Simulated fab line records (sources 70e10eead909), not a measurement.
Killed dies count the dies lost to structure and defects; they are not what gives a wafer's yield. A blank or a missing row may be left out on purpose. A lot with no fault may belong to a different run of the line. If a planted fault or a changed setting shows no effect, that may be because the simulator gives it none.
A lot that was struck, set against a sound lot ; flow nand_harc ; 15 out of 1159 route steps
Sound: these wafers, L773.2, L773.3, L773.4. Wafers struck: L782.2, L782.3, L782.6. Last of all comes the cause.
Per side, at each step with rows, come the tool, then ch with its chambers, and then its first start. Under that, the readings that differ: sound wafers ; struck wafers ; difference of the means ; sigmas: that difference in standard deviations of wafers without a fault.
alike: same words and numbers on both sides, and readings whose means sit less than 2 such deviations apart. not compared: any withheld reading, any reading some wafer has no value for, any bound like >300 that may hide the same value, and any number with overlapping values for which the record gives no deviation.
The two part at a step that has a row with sigmas, a row that says differs or no value, or rows on one side only. Numbers that have no deviation but don't overlap get no sigmas and don't part them. A reading missing from all wafers of one side parts the sides only when that side holds two or more wafers.

first, 1 step without rows for these wafers: NHARC_A_BLC_DESCUM_15 (chemistry O2, time 3 s).
NHARC_A_BLC_ETCH_16: etches the open film in CF4, target depth 39 nm, time 65 s.
  sound on rie_diel-06 ch 1,2,3, day 18 19:45; struck on rie_diel-05 ch 0,1, day 20 20:20
  alike: drypump_motor_current_A, oes_product_au, rf_vpp_V, showerhead_plenum_p_Torr, throttle_valve_pct
  not compared: rf_hours_counter_h
NHARC_A_BLC_ETCH_17: etches the open film in N2/H2, target depth 390 nm, time 609.38 s.
  sound: rie_diel-06 ch 0,2,3; struck: rie_diel-05 ch 0,2,3
  alike: drypump_motor_current_A, oes_product_au, rf_vpp_V, showerhead_plenum_p_Torr, throttle_valve_pct
  not compared: rf_hours_counter_h
then, 1 step without rows for these wafers: NHARC_A_BLC_ETCH_18 (etches the open film in C4F8/O2/Ar, target depth 910 nm).
NHARC_A_BLC_CD_MEAS_19:
  sound on cd_sem-01, day 18 20:38; struck on cd_sem-01, day 20 21:13
  alike: cd_nm
NHARC_A_BLC_STRIP_29: strips in CF4.
  sound on rie_diel-11 ch 0,1,2, day 18 20:43; struck on rie_diel-06 ch 0,2, day 20 21:18
  alike: drypump_motor_current_A, oes_product_au, rf_vpp_V, showerhead_plenum_p_Torr, throttle_valve_pct
  not compared: rf_hours_counter_h
then, 4 steps without rows for these wafers: NHARC_A_BLC_STRIP_21 (strips in O2); NHARC_A_BLC_STRIP_22 (strips in post etch residue remover, time 600 s); NHARC_A_BLC_DEGAS_30 (time 60 s); NHARC_A_BLC_PRE_CLEAN_31 (time 15 s).
NHARC_A_BLC_PVD_32: deposits Ti, target thk 5 nm, time 17.7 s.
  sound on pvd_sputter-01; struck on pvd_sputter-03
  alike: chamber_pressure_pa, throttle_valve_pct
NHARC_A_BLC_ALD_23: deposits TiN, target thk 3 nm, pulse time 1 s, ald cycles 150.
  sound on ald_metal-03 ch 0,1,3, day 18 21:30; struck on ald_metal-03 ch 0,1,3, day 20 22:04
  alike: heater_power_w, precursor_pulse_height_rel
NHARC_A_BLC_CVD_24: deposits W, target thk 150 nm, time 434 s.
  sound on cvd_w-02 ch 0,1, day 19 02:12; struck on cvd_w-02 ch 0, day 21 00:47
reading;sound;struck;difference;sigmas
throttle_valve_pct (%);7.1 7.5 7.7;8.2 8.4 8.0;+0.8;+2
  alike: heater_power_w, mfc_wf6_sccm
NHARC_A_BLC_CMP_25: polishes, t overpolish 30 s, target thk 150 nm.
  sound on cmp-01 ch 0,2,3, day 19 02:44; struck on cmp-01 ch 0,1,2, day 21 01:16
reading;sound;struck;difference;sigmas
time_to_endpoint_s (s);30.6 32.6 29.6;15.0 16.1 12.8;-16.3;-6
  alike: motor_current_A, overpolish_run_s
NHARC_END_SORT_01:
  sound on prober-01 ch 0, day 21 01:20; struck on prober-01 ch 0, day 22 22:37
  alike: killed_at_array, killed_at_other, killed_at_periphery, killed_dies, killed_open, killed_short

WHERE THEY PART
Last at NHARC_A_BLC_CMP_25 as far as this record goes, first at NHARC_A_BLC_CVD_24. Later steps at which nothing parts them and some readings are alike: NHARC_END_SORT_01.

WHY: what the simulator had put in
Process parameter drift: cvd_w-02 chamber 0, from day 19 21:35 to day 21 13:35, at NHARC_A_BLC_CVD_24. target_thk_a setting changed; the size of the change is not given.
